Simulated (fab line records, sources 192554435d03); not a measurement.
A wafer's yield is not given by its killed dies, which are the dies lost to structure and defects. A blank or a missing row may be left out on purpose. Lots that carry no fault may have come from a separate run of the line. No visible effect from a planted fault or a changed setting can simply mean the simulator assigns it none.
Matching of chambers | flow n5Finfet | 4 sister chambers for N5_BEOL_M12_ETCH_68 on rieDiel-03
The step etches SOC in N2/H2, time 285 s. 8 wafers are shown with their chamber, then 9 later ones without.

WAFERS, EACH WITH ITS CHAMBER
wafer  | chamber | showerheadPlenumPTorr (Torr) | throttleValvePct (%)
L080.4 | 1       | 2.59                         | 17.85
L078.2 | 1       | 2.59                         | 17.84
L083.2 | 2       | 2.43                         | 17.99
L083.3 | 0       | 2.43                         | 17.70
L083.4 | 3       | 2.47                         | 17.70
L087.1 | 0       | 2.43                         | 17.70
L087.5 | 3       | 2.46                         | 17.71
L087.6 | 2       | 2.42                         | 18.00

WAFERS MISSING THEIR CHAMBER
wafer  | showerheadPlenumPTorr (Torr) | throttleValvePct (%)
L090.1 | 2.58                         | 17.89
L090.3 | 2.46                         | 17.72
L090.4 | 2.42                         | 18.00
L094.3 | 2.42                         | 18.05
L094.4 | 2.58                         | 17.92
L094.5 | 2.42                         | 18.02
L097.1 | 2.58                         | 17.92
L097.2 | 2.42                         | 18.05
L097.5 | 2.58                         | 17.90

EACH ONE'S CHAMBER
wafer  | from the rows above | in truth
L090.1 | 1                   | 1
L090.3 | 3                   | 3
L090.4 | 2                   | 2
L094.3 | 2                   | 2
L094.4 | 1                   | 1
L094.5 | 2                   | 2
L097.1 | 1                   | 1
L097.2 | 2                   | 2
L097.5 | 1                   | 1
Correct placement for 9 of the 9. From these rows, 0 cannot be placed. 0 placed wrongly.
How it was worked out, from the rows above alone: a wafer's distance from a chamber is the root of the sum, over the readings, of the square of ((its reading less the chamber's mean) divided by the reading's scatter). The wafer belongs to the nearest chamber; if the next one is less than 2 further off, it can't be placed. For every chamber, the mean is computed from those of its wafers that are shown. The scatter: the root of (the sum of the squares of (reading less its chamber's mean) over the shown wafers, divided by (wafers less chambers)).
